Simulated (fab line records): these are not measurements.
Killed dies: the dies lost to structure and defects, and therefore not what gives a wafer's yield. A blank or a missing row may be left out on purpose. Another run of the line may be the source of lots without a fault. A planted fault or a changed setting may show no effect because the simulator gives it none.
Chamber matching	flow nand_harc	rie_diel-13 running NHARC_A_CONTACT_DESCUM_13: 4 sister chambers
The step chemistry O2, time 3 s. 30 wafers are shown with their chamber, then 12 later ones without.

== WAFERS PAIRED WITH THEIR CHAMBERS ==
wafer	chamber	drypump_motor_current_A (A)	showerhead_plenum_p_Torr (Torr)	oes_product_au (a.u.)
L075.1	0	5.7	1.77	0.978
L075.2	1	5.6	2.00	1.002
L075.3	3	5.8	1.93	0.994
L077.1	2	5.9	1.89	1.016
L077.2	0	5.7	1.77	0.989
L077.6	2	5.8	1.89	1.023
L079.2	2	5.8	1.89	1.024
L079.3	3	5.9	1.93	0.989
L079.6	2	5.8	1.89	1.020
L078.3	2	5.9	1.89	1.021
L078.4	1	5.5	2.00	0.997
L078.6	0	5.7	1.77	1.000
L080.2	3	5.9	1.93	1.005
L080.3	0	5.7	1.77	1.006
L080.4	1	5.6	2.00	1.001
L084.1	0	5.7	1.77	0.994
L084.5	3	5.8	1.93	0.993
L084.6	2	5.8	1.89	1.020
L082.1	3	5.8	1.93	1.006
L082.2	2	5.9	1.89	1.015
L082.5	0	5.7	1.77	1.001
L087.1	2	5.8	1.89	1.000
L087.2	1	5.5	1.99	0.993
L087.3	3	5.9	1.93	1.011
L085.2	2	5.8	1.89	0.998
L085.5	3	5.9	1.93	1.008
L085.6	0	5.6	2.08	0.989
L089.3	3	5.8	1.92	1.018
L089.5	2	5.8	1.88	0.996
L089.6	1	5.6	1.99	0.984

SIGNATURES (means of the wafers above)
reading	chamber 0	chamber 1	chamber 2	chamber 3	scatter within a chamber
drypump_motor_current_A	5.686	5.560	5.830	5.850	0.0487
showerhead_plenum_p_Torr	1.8143	1.9960	1.8890	1.9287	0.0564
oes_product_au	0.99386	0.99540	1.01330	1.00300	0.00986
Rule: a wafer lies at a distance from a chamber equal to the root of the sum of squares, over the readings, of (its reading less the chamber's mean, divided by the reading's scatter). The wafer belongs to the nearest chamber; if the next one is less than 2 further off, it can't be placed. The scatter: take each reading less its chamber's mean, square it, sum over the shown wafers, divide by the number of wafers less the number of chambers, and take the root.

== WAFERS WHOSE CHAMBER IS MISSING ==
wafer	drypump_motor_current_A (A)	showerhead_plenum_p_Torr (Torr)	oes_product_au (a.u.)
L092.1	5.8	1.88	1.005
L092.3	5.8	1.92	1.010
L092.4	5.7	2.07	1.008
L094.1	5.6	1.99	0.994
L094.3	5.9	1.88	0.990
L094.6	5.7	2.07	0.987
L093.1	5.9	1.92	1.013
L093.3	5.6	1.99	1.003
L093.4	5.7	2.07	0.992
L096.1	5.7	2.07	0.993
L096.2	5.6	1.99	0.994
L096.3	5.8	1.88	1.004

== CHAMBER TAKEN BY EACH ==
wafer	from the rows above	in truth
L092.1	can't be placed: 2 or 3 or 0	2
L092.3	can't be placed: 2 or 3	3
L092.4	can't be placed: 1 or 3 or 2 or 0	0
L094.1	1	1
L094.3	can't be placed: 3 or 2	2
L094.6	can't be placed: 1 or 3 or 0 or 2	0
L093.1	can't be placed: 3 or 2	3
L093.3	1	1
L093.4	can't be placed: 1 or 3 or 0 or 2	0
L096.1	can't be placed: 1 or 3 or 0 or 2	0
L096.2	1	1
L096.3	can't be placed: 2 or 3 or 0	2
Placed correctly: 3 of 12. Can't be placed from these rows: 9 (the true chamber is among the candidates in 9). Placed wrongly: 0.
